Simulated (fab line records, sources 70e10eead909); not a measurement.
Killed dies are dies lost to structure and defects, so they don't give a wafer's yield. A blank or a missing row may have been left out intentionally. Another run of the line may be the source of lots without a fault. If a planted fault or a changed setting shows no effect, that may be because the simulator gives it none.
Chamber matching	flow nand_harc	NHARC_A_BONDPAD_CMP_19 on cmp-03 has 4 sister chambers
The step polishes, t overpolish 30 s, cu recess touch 16 s, target thk 169.82 nm. 4 wafers are shown with their chamber, then 7 later ones without.

== EACH WAFER AND ITS CHAMBER ==
wafer	chamber	motor_current_A (A)
L076.4	2	11.4
L078.2	1	14.2
L078.4	0	10.9
L080.5	3	11.1

== WAFERS WHOSE CHAMBER IS MISSING ==
wafer	motor_current_A (A)
L080.6	11.9
L083.2	12.1
L083.3	13.7
L083.4	11.2
L094.1	11.9
L094.4	10.8
L094.5	13.4

== WHICH CHAMBER EACH WENT THROUGH ==
wafer	from the rows above	in truth
L080.6	can't be placed: 2 or 3 or 0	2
L083.2	can't be placed: 2 or 3 or 0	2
L083.3	1	1
L083.4	can't be placed: 3 or 2 or 0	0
L094.1	can't be placed: 2 or 3 or 0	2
L094.4	can't be placed: 0 or 3 or 2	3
L094.5	1	1
Correctly placed: 2 of 7. From these rows, 5 cannot be placed; in 5 the true chamber is one of the candidates. Number placed wrongly: 0.
How it was worked out, from the rows above alone: a wafer's distance from a chamber is the root of the sum, over the readings, of the square of ((its reading less the chamber's mean) divided by the reading's scatter). The wafer belongs to the nearest chamber; if the next one is less than 2 further off, it can't be placed. Each chamber's mean is taken over the wafers shown for it. The scatter: with one shown wafer a chamber, the root of the mean of the squares of how far each hidden wafer lies from its nearest shown one.
